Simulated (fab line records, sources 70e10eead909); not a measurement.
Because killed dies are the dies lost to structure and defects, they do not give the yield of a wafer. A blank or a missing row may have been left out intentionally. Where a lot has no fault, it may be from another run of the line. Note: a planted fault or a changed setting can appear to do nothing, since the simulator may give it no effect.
What tool caused it? || flow nand_harc || 11 lots with 33 wafers sampled at 5 steps, on a route of 1302 steps

WHAT THE GAUGES SHOWED, per wafer
NHARC_END_SORT_01. Usual: defect_limited_yield is 90.1 % with standard deviation 2.5, killed_at_array is 62 with standard deviation 18, killed_at_other is 0.9 with standard deviation 1.2, killed_at_periphery is 4.2 with standard deviation 2.9, killed_dies is 67 with standard deviation 17, killed_open is 3.6 with standard deviation 1.9, and killed_short is 2.5 with standard deviation 1.6.
{"lot": "L647", "measured": "day 25 18:50", "on": "prober-01", "defect_limited_yield (%)": "89.5 89.5 90.0", "killed_at_array": "65 63 65", "killed_at_other": "0 1 1", "killed_at_periphery": "6 7 2", "killed_dies": "71 71 68", "killed_open": "1 5 4", "killed_short": "2 0 1", "flag": ""}
{"lot": "L648", "measured": "day 26 10:55", "on": "prober-02", "defect_limited_yield (%)": "91.9 90.7 90.8", "killed_at_array": "49 54 59", "killed_at_other": "0 0 0", "killed_at_periphery": "6 9 3", "killed_dies": "55 63 62", "killed_open": "5 3 3", "killed_short": "5 0 3", "flag": ""}
{"lot": "L650", "measured": "day 26 18:41", "on": "prober-02", "defect_limited_yield (%)": "87.1 87.4 88.2", "killed_at_array": "73 75 71", "killed_at_other": "1 1 0", "killed_at_periphery": "13 9 9", "killed_dies": "87 85 80", "killed_open": "3 6 5", "killed_short": "4 2 4", "flag": ""}
{"lot": "L653", "measured": "day 26 09:37", "on": "prober-01", "defect_limited_yield (%)": "90.0 87.0 90.5", "killed_at_array": "65 88 64", "killed_at_other": "1 0 0", "killed_at_periphery": "2 0 0", "killed_dies": "68 88 64", "killed_open": "3 5 4", "killed_short": "3 1 3", "flag": ""}
{"lot": "L652", "measured": "day 26 18:09", "on": "prober-01", "defect_limited_yield (%)": "89.2 87.7 89.4", "killed_at_array": "69 80 67", "killed_at_other": "1 0 0", "killed_at_periphery": "3 3 5", "killed_dies": "73 83 72", "killed_open": "5 4 9", "killed_short": "4 2 1", "flag": ""}
{"lot": "L655", "measured": "day 27 03:27", "on": "prober-01", "defect_limited_yield (%)": "90.4 91.1 91.4", "killed_at_array": "61 57 52", "killed_at_other": "2 2 4", "killed_at_periphery": "2 1 2", "killed_dies": "65 60 58", "killed_open": "2 2 3", "killed_short": "3 3 4", "flag": ""}
{"lot": "L660", "measured": "day 28 18:57", "on": "prober-01", "defect_limited_yield (%)": "88.5 87.1 89.2", "killed_at_array": "71 80 67", "killed_at_other": "0 0 0", "killed_at_periphery": "7 7 6", "killed_dies": "78 87 73", "killed_open": "2 3 2", "killed_short": "3 2 2", "flag": ""}
{"lot": "L661", "measured": "day 29 03:32", "on": "prober-01", "defect_limited_yield (%)": "94.7 93.5 94.5", "killed_at_array": "29 30 29", "killed_at_other": "1 2 2", "killed_at_periphery": "6 12 6", "killed_dies": "36 44 37", "killed_open": "3 6 4", "killed_short": "2 1 1", "flag": ""}
{"lot": "L662", "measured": "day 29 04:18", "on": "prober-02", "defect_limited_yield (%)": "86.7 87.1 84.2", "killed_at_array": "85 83 100", "killed_at_other": "1 1 1", "killed_at_periphery": "4 3 6", "killed_dies": "90 87 107", "killed_open": "4 3 4", "killed_short": "1 3 2", "flag": ""}
{"lot": "L663", "measured": "day 29 12:02", "on": "prober-01", "defect_limited_yield (%)": "95.1 94.4 93.9", "killed_at_array": "28 31 33", "killed_at_other": "0 0 0", "killed_at_periphery": "5 7 8", "killed_dies": "33 38 41", "killed_open": "1 1 6", "killed_short": "4 1 3", "flag": ""}
{"lot": "L668", "measured": "day 32 18:28", "on": "prober-01", "defect_limited_yield (%)": "92.3 92.3 92.2", "killed_at_array": "51 48 50", "killed_at_other": "0 1 0", "killed_at_periphery": "1 3 3", "killed_dies": "52 52 53", "killed_open": "3 8 5", "killed_short": "1 2 3", "flag": ""}

EACH LOT AND THE TOOL THAT RAN IT (in order: tool; ch and the chambers of the sampled wafers; start)
{"lot": "L647", "NHARC_A_BLC_ETCH_17": "rie_diel-09 ch 0,3, day 21 20:00 or earlier", "NHARC_A_M0_SOFTBAKE_04": "litho_track-01 ch 0, day 21 20:00", "NHARC_A_M0_DESCUM_14": "rie_diel-03 ch 0,3, day 21 20:29", "NHARC_A_M0_ETCH_34": "rie_diel-03 ch 0,1,2, day 21 20:35"}
{"lot": "L648", "NHARC_A_BLC_ETCH_17": "rie_diel-12 ch 1,2, day 22 02:00 or earlier", "NHARC_A_M0_SOFTBAKE_04": "litho_track-04 ch 0, day 22 02:00", "NHARC_A_M0_DESCUM_14": "rie_diel-04 ch 0,1,3, day 22 03:23", "NHARC_A_M0_ETCH_34": "rie_diel-04 ch 0,2,3, day 22 03:27"}
{"lot": "L650", "NHARC_A_BLC_ETCH_17": "rie_diel-09 ch 0,1, day 23 23:00 or earlier", "NHARC_A_M0_SOFTBAKE_04": "litho_track-06 ch 0, day 23 23:00", "NHARC_A_M0_DESCUM_14": "rie_diel-03 ch 1,2,3, day 24 00:11", "NHARC_A_M0_ETCH_34": "rie_diel-03 ch 1,3, day 24 00:18"}
{"lot": "L653", "NHARC_A_BLC_ETCH_17": "rie_diel-09 ch 0,1,3, day 24 04:00 or earlier", "NHARC_A_M0_SOFTBAKE_04": "litho_track-04 ch 0, day 24 04:00", "NHARC_A_M0_DESCUM_14": "rie_diel-04 ch 0,3, day 24 04:49", "NHARC_A_M0_ETCH_34": "rie_diel-04 ch 1,2, day 24 04:54"}
{"lot": "L652", "NHARC_A_BLC_ETCH_17": "rie_diel-08 ch 0,2,3, day 24 04:00 or earlier", "NHARC_A_M0_SOFTBAKE_04": "litho_track-06 ch 0, day 24 04:00", "NHARC_A_M0_DESCUM_14": "rie_diel-04 ch 2,3, day 24 05:11", "NHARC_A_M0_ETCH_34": "rie_diel-04 ch 0,2,3, day 24 05:16"}
{"lot": "L655", "NHARC_A_BLC_ETCH_17": "rie_diel-12 ch 1,2,3, day 25 11:00 or earlier", "NHARC_A_M0_SOFTBAKE_04": "litho_track-06 ch 0, day 25 11:00", "NHARC_A_M0_DESCUM_14": "rie_diel-05 ch 0,2,3, day 25 12:09", "NHARC_A_M0_ETCH_34": "rie_diel-05 ch 0,1,3, day 25 12:14"}
{"lot": "L660", "NHARC_A_BLC_ETCH_17": "rie_diel-12 ch 0,2,3, day 27 00:00 or earlier", "NHARC_A_M0_SOFTBAKE_04": "litho_track-06 ch 0, day 27 00:00", "NHARC_A_M0_DESCUM_14": "rie_diel-05 ch 0,1,3, day 27 01:18", "NHARC_A_M0_ETCH_34": "rie_diel-05 ch 0,1,3, day 27 01:23"}
{"lot": "L661", "NHARC_A_BLC_ETCH_17": "rie_diel-09 ch 2,3, day 27 06:00 or earlier", "NHARC_A_M0_SOFTBAKE_04": "litho_track-06 ch 0, day 27 06:00", "NHARC_A_M0_DESCUM_14": "rie_diel-05 ch 1,2, day 27 06:47", "NHARC_A_M0_ETCH_34": "rie_diel-05 ch 0,1,3, day 27 06:52"}
{"lot": "L662", "NHARC_A_BLC_ETCH_17": "rie_diel-12 ch 0,1,3, day 27 08:00 or earlier", "NHARC_A_M0_SOFTBAKE_04": "litho_track-06 ch 0, day 27 08:00", "NHARC_A_M0_DESCUM_14": "rie_diel-03 ch 0,1,3, day 27 09:07", "NHARC_A_M0_ETCH_34": "rie_diel-03 ch 1,2,3, day 27 09:12"}
{"lot": "L663", "NHARC_A_BLC_ETCH_17": "rie_diel-08 ch 0,3, day 27 15:00 or earlier", "NHARC_A_M0_SOFTBAKE_04": "litho_track-06 ch 0, day 27 15:00", "NHARC_A_M0_DESCUM_14": "rie_diel-03 ch 0,1,2, day 27 16:02", "NHARC_A_M0_ETCH_34": "rie_diel-03 ch 1,3, day 27 16:07"}
{"lot": "L668", "NHARC_A_BLC_ETCH_17": "rie_diel-12 ch 0,1, day 30 22:00 or earlier", "NHARC_A_M0_SOFTBAKE_04": "litho_track-04 ch 0, day 30 22:00", "NHARC_A_M0_DESCUM_14": "rie_diel-04 ch 1,2,3, day 30 22:52", "NHARC_A_M0_ETCH_34": "rie_diel-04 ch 0,3, day 30 22:57"}
- NHARC_A_BLC_ETCH_17: etches the open film in N2/H2, target depth 390 nm, time 609.38 s.
- NHARC_A_M0_SOFTBAKE_04: time 55 s.
- NHARC_A_M0_DESCUM_14: chemistry O2, time 3 s.
- NHARC_A_M0_ETCH_34: etches the open film in N2/H2, target depth 40 nm, overetch 12 nm, time 43.94 s.

AS READ BY THE TOOLS THEMSELVES (means over the sampled wafers that have a number; for cases with no such wafer, the mark the record gives instead)
NHARC_A_BLC_ETCH_17. Usual: drypump_motor_current_A 5.9 A, standard deviation 0.4; oes_product_au 0.994 a.u., standard deviation 0.0094; rf_vpp_V 432.0 V, standard deviation 2.2; showerhead_plenum_p_Torr 2.09 Torr, standard deviation 0.071; throttle_valve_pct 14.171 %, standard deviation 0.0088.
{"lot": "L647", "tool": "rie_diel-09", "drypump_motor_current_A (A)": 6.3, "oes_product_au (a.u.)": 1.004, "rf_vpp_V (V)": 430.7, "showerhead_plenum_p_Torr (Torr)": 2.06, "throttle_valve_pct (%)": 14.171, "flag": ""}
{"lot": "L648", "tool": "rie_diel-12", "drypump_motor_current_A (A)": 5.6, "oes_product_au (a.u.)": 0.995, "rf_vpp_V (V)": 433.6, "showerhead_plenum_p_Torr (Torr)": 2.15, "throttle_valve_pct (%)": 14.173, "flag": ""}
{"lot": "L650", "tool": "rie_diel-09", "drypump_motor_current_A (A)": 6.2, "oes_product_au (a.u.)": 0.989, "rf_vpp_V (V)": 432.7, "showerhead_plenum_p_Torr (Torr)": 2.11, "throttle_valve_pct (%)": 14.173, "flag": ""}
{"lot": "L653", "tool": "rie_diel-09", "drypump_motor_current_A (A)": 6.4, "oes_product_au (a.u.)": 0.996, "rf_vpp_V (V)": 431.8, "showerhead_plenum_p_Torr (Torr)": 2.07, "throttle_valve_pct (%)": 14.165, "flag": ""}
{"lot": "L652", "tool": "rie_diel-08", "drypump_motor_current_A (A)": 5.6, "oes_product_au (a.u.)": 1.001, "rf_vpp_V (V)": 428.3, "showerhead_plenum_p_Torr (Torr)": 1.97, "throttle_valve_pct (%)": 14.171, "flag": ""}
{"lot": "L655", "tool": "rie_diel-12", "drypump_motor_current_A (A)": 5.7, "oes_product_au (a.u.)": 0.990, "rf_vpp_V (V)": 434.1, "showerhead_plenum_p_Torr (Torr)": 2.15, "throttle_valve_pct (%)": 14.174, "flag": ""}
{"lot": "L660", "tool": "rie_diel-12", "drypump_motor_current_A (A)": 5.7, "oes_product_au (a.u.)": 0.994, "rf_vpp_V (V)": 432.3, "showerhead_plenum_p_Torr (Torr)": 2.10, "throttle_valve_pct (%)": 14.173, "flag": ""}
{"lot": "L661", "tool": "rie_diel-09", "drypump_motor_current_A (A)": 6.1, "oes_product_au (a.u.)": 0.992, "rf_vpp_V (V)": 432.7, "showerhead_plenum_p_Torr (Torr)": 2.12, "throttle_valve_pct (%)": 14.172, "flag": ""}
{"lot": "L662", "tool": "rie_diel-12", "drypump_motor_current_A (A)": 5.7, "oes_product_au (a.u.)": 0.995, "rf_vpp_V (V)": 432.4, "showerhead_plenum_p_Torr (Torr)": 2.09, "throttle_valve_pct (%)": 14.176, "flag": ""}
{"lot": "L663", "tool": "rie_diel-08", "drypump_motor_current_A (A)": 5.5, "oes_product_au (a.u.)": 1.001, "rf_vpp_V (V)": 428.0, "showerhead_plenum_p_Torr (Torr)": 1.97, "throttle_valve_pct (%)": 14.171, "flag": ""}
{"lot": "L668", "tool": "rie_diel-12", "drypump_motor_current_A (A)": 5.5, "oes_product_au (a.u.)": 1.003, "rf_vpp_V (V)": 430.1, "showerhead_plenum_p_Torr (Torr)": 2.04, "throttle_valve_pct (%)": 14.163, "flag": ""}

NHARC_A_M0_SOFTBAKE_04. Usual: heater_power_total_W 188.46 W, standard deviation 0.13; plate_temp_C 104.99 C, standard deviation 0.11.
{"lot": "L647", "tool": "litho_track-01", "heater_power_total_W (W)": 188.37, "plate_temp_C (C)": 104.93, "flag": ""}
{"lot": "L648", "tool": "litho_track-04", "heater_power_total_W (W)": 188.54, "plate_temp_C (C)": 104.99, "flag": ""}
{"lot": "L650", "tool": "litho_track-06", "heater_power_total_W (W)": 188.49, "plate_temp_C (C)": 104.90, "flag": ""}
{"lot": "L653", "tool": "litho_track-04", "heater_power_total_W (W)": 188.31, "plate_temp_C (C)": 104.99, "flag": ""}
{"lot": "L652", "tool": "litho_track-06", "heater_power_total_W (W)": 188.42, "plate_temp_C (C)": 105.02, "flag": ""}
{"lot": "L655", "tool": "litho_track-06", "heater_power_total_W (W)": 188.38, "plate_temp_C (C)": 104.88, "flag": ""}
{"lot": "L660", "tool": "litho_track-06", "heater_power_total_W (W)": 188.53, "plate_temp_C (C)": 105.04, "flag": ""}
{"lot": "L661", "tool": "litho_track-06", "heater_power_total_W (W)": 188.35, "plate_temp_C (C)": 104.99, "flag": ""}
{"lot": "L662", "tool": "litho_track-06", "heater_power_total_W (W)": 214.59, "plate_temp_C (C)": 104.75, "flag": "OFF"}
{"lot": "L663", "tool": "litho_track-06", "heater_power_total_W (W)": 214.41, "plate_temp_C (C)": 105.00, "flag": "OFF"}
{"lot": "L668", "tool": "litho_track-04", "heater_power_total_W (W)": 188.52, "plate_temp_C (C)": 105.07, "flag": ""}

NHARC_A_M0_DESCUM_14. Usual: drypump_motor_current_A 5.6 A, standard deviation 0.37; oes_product_au 0.999 a.u., standard deviation 0.01; rf_vpp_V 57.9 V, standard deviation 0.89; showerhead_plenum_p_Torr 1.91 Torr, standard deviation 0.067; throttle_valve_pct 11.312 %, standard deviation 0.0086.
{"lot": "L647", "tool": "rie_diel-03", "drypump_motor_current_A (A)": 5.4, "oes_product_au (a.u.)": 0.994, "rf_vpp_V (V)": 57.4, "showerhead_plenum_p_Torr (Torr)": 1.95, "throttle_valve_pct (%)": 11.313, "flag": ""}
{"lot": "L648", "tool": "rie_diel-04", "drypump_motor_current_A (A)": 5.3, "oes_product_au (a.u.)": 1.004, "rf_vpp_V (V)": 57.4, "showerhead_plenum_p_Torr (Torr)": 1.87, "throttle_valve_pct (%)": 11.315, "flag": ""}
{"lot": "L650", "tool": "rie_diel-03", "drypump_motor_current_A (A)": 5.3, "oes_product_au (a.u.)": 0.986, "rf_vpp_V (V)": 57.2, "showerhead_plenum_p_Torr (Torr)": 1.95, "throttle_valve_pct (%)": 11.312, "flag": ""}
{"lot": "L653", "tool": "rie_diel-04", "drypump_motor_current_A (A)": 4.9, "oes_product_au (a.u.)": 1.001, "rf_vpp_V (V)": 56.6, "showerhead_plenum_p_Torr (Torr)": 1.86, "throttle_valve_pct (%)": 11.317, "flag": ""}
{"lot": "L652", "tool": "rie_diel-04", "drypump_motor_current_A (A)": 5.4, "oes_product_au (a.u.)": 0.997, "rf_vpp_V (V)": 57.3, "showerhead_plenum_p_Torr (Torr)": 1.82, "throttle_valve_pct (%)": 11.309, "flag": ""}
{"lot": "L655", "tool": "rie_diel-05", "drypump_motor_current_A (A)": 5.9, "oes_product_au (a.u.)": 0.999, "rf_vpp_V (V)": 57.4, "showerhead_plenum_p_Torr (Torr)": 1.93, "throttle_valve_pct (%)": 11.310, "flag": ""}
{"lot": "L660", "tool": "rie_diel-05", "drypump_motor_current_A (A)": 5.9, "oes_product_au (a.u.)": 0.995, "rf_vpp_V (V)": 58.8, "showerhead_plenum_p_Torr (Torr)": 1.92, "throttle_valve_pct (%)": 11.318, "flag": ""}
{"lot": "L661", "tool": "rie_diel-05", "drypump_motor_current_A (A)": 5.8, "oes_product_au (a.u.)": 1.002, "rf_vpp_V (V)": 58.2, "showerhead_plenum_p_Torr (Torr)": 1.97, "throttle_valve_pct (%)": 11.315, "flag": ""}
{"lot": "L662", "tool": "rie_diel-03", "drypump_motor_current_A (A)": 5.3, "oes_product_au (a.u.)": 1.010, "rf_vpp_V (V)": 58.5, "showerhead_plenum_p_Torr (Torr)": 1.97, "throttle_valve_pct (%)": 11.313, "flag": ""}
{"lot": "L663", "tool": "rie_diel-03", "drypump_motor_current_A (A)": 5.2, "oes_product_au (a.u.)": 0.990, "rf_vpp_V (V)": 58.6, "showerhead_plenum_p_Torr (Torr)": 1.98, "throttle_valve_pct (%)": 11.318, "flag": ""}
{"lot": "L668", "tool": "rie_diel-04", "drypump_motor_current_A (A)": 5.5, "oes_product_au (a.u.)": 1.002, "rf_vpp_V (V)": 56.4, "showerhead_plenum_p_Torr (Torr)": 1.83, "throttle_valve_pct (%)": 11.311, "flag": ""}

NHARC_A_M0_ETCH_34. Usual: drypump_motor_current_A 5.6 A, standard deviation 0.39; oes_product_au 0.998 a.u., standard deviation 0.01; rf_vpp_V 430.4 V, standard deviation 2.2; showerhead_plenum_p_Torr 2.04 Torr, standard deviation 0.072; throttle_valve_pct 14.172 %, standard deviation 0.0082.
{"lot": "L647", "tool": "rie_diel-03", "drypump_motor_current_A (A)": 5.2, "oes_product_au (a.u.)": 0.983, "rf_vpp_V (V)": 433.0, "showerhead_plenum_p_Torr (Torr)": 2.12, "throttle_valve_pct (%)": 14.178, "flag": ""}
{"lot": "L648", "tool": "rie_diel-04", "drypump_motor_current_A (A)": 5.2, "oes_product_au (a.u.)": 1.004, "rf_vpp_V (V)": 427.9, "showerhead_plenum_p_Torr (Torr)": 1.98, "throttle_valve_pct (%)": 14.178, "flag": ""}
{"lot": "L650", "tool": "rie_diel-03", "drypump_motor_current_A (A)": 5.4, "oes_product_au (a.u.)": 0.996, "rf_vpp_V (V)": 430.7, "showerhead_plenum_p_Torr (Torr)": 2.06, "throttle_valve_pct (%)": 14.167, "flag": ""}
{"lot": "L653", "tool": "rie_diel-04", "drypump_motor_current_A (A)": 5.8, "oes_product_au (a.u.)": 0.995, "rf_vpp_V (V)": 428.3, "showerhead_plenum_p_Torr (Torr)": 1.96, "throttle_valve_pct (%)": 14.176, "flag": ""}
{"lot": "L652", "tool": "rie_diel-04", "drypump_motor_current_A (A)": 5.2, "oes_product_au (a.u.)": 1.001, "rf_vpp_V (V)": 429.5, "showerhead_plenum_p_Torr (Torr)": 1.98, "throttle_valve_pct (%)": 14.175, "flag": ""}
{"lot": "L655", "tool": "rie_diel-05", "drypump_motor_current_A (A)": 5.9, "oes_product_au (a.u.)": 0.999, "rf_vpp_V (V)": 430.7, "showerhead_plenum_p_Torr (Torr)": 2.05, "throttle_valve_pct (%)": 14.169, "flag": ""}
{"lot": "L660", "tool": "rie_diel-05", "drypump_motor_current_A (A)": 5.9, "oes_product_au (a.u.)": 0.998, "rf_vpp_V (V)": 430.5, "showerhead_plenum_p_Torr (Torr)": 2.05, "throttle_valve_pct (%)": 14.163, "flag": ""}
{"lot": "L661", "tool": "rie_diel-05", "drypump_motor_current_A (A)": 5.9, "oes_product_au (a.u.)": 0.996, "rf_vpp_V (V)": 431.1, "showerhead_plenum_p_Torr (Torr)": 2.05, "throttle_valve_pct (%)": 14.171, "flag": ""}
{"lot": "L662", "tool": "rie_diel-03", "drypump_motor_current_A (A)": 5.3, "oes_product_au (a.u.)": 1.003, "rf_vpp_V (V)": 431.1, "showerhead_plenum_p_Torr (Torr)": 2.08, "throttle_valve_pct (%)": 14.176, "flag": ""}
{"lot": "L663", "tool": "rie_diel-03", "drypump_motor_current_A (A)": 5.4, "oes_product_au (a.u.)": 1.001, "rf_vpp_V (V)": 430.7, "showerhead_plenum_p_Torr (Torr)": 2.06, "throttle_valve_pct (%)": 14.172, "flag": ""}
{"lot": "L668", "tool": "rie_diel-04", "drypump_motor_current_A (A)": 5.0, "oes_product_au (a.u.)": 0.990, "rf_vpp_V (V)": 429.7, "showerhead_plenum_p_Torr (Torr)": 2.02, "throttle_valve_pct (%)": 14.164, "flag": ""}

THE ANSWER, worked out from the rows above alone
Rule: take the mean of a lot's wafers that have a number; if it is more than 3 standard deviations from the usual mean, the lot is off. A lot without any number at a reading at which 4 lots or more have one is off too. All remaining lots with rows at the step are treated as sound. Order of review: gauges by route order, followed by the tools' own readings, for which a lot's mean as printed above is used. The first step at which some lot is off is used, and at that step the reading that is off furthest; a lot without a number counts as furthest.
Off at NHARC_A_M0_SOFTBAKE_04 (heater_power_total_W): L662, L663.
If a tool, at that step or one of the process steps before it, ran each lot that is off and ran no sound lot following the first of them, it fits. With no start given for some of its lots, NHARC_A_BLC_ETCH_17 uses the hours and lot order of NHARC_A_M0_SOFTBAKE_04. One fits: NHARC_A_M0_SOFTBAKE_04 on litho_track-06. A fault onset in the window from L661 (day 27 06:00, its last sound lot) to L662 (day 27 08:00, its first lot off) fits.
The tool's own readings at NHARC_A_M0_SOFTBAKE_04 bear it out: on the lots that are off they differ by more than 5 times the standard deviation of the sound lots' means. heater_power_total_W reads 214.50 W there against 188.43 W on the sound lots.

WHAT WAS PUT IN BY THE SIMULATOR
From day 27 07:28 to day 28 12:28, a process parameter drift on litho_track-06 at NHARC_A_M0_SOFTBAKE_04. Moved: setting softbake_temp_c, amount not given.
Shown lots that were struck: L662, L663. The rule above found the same.
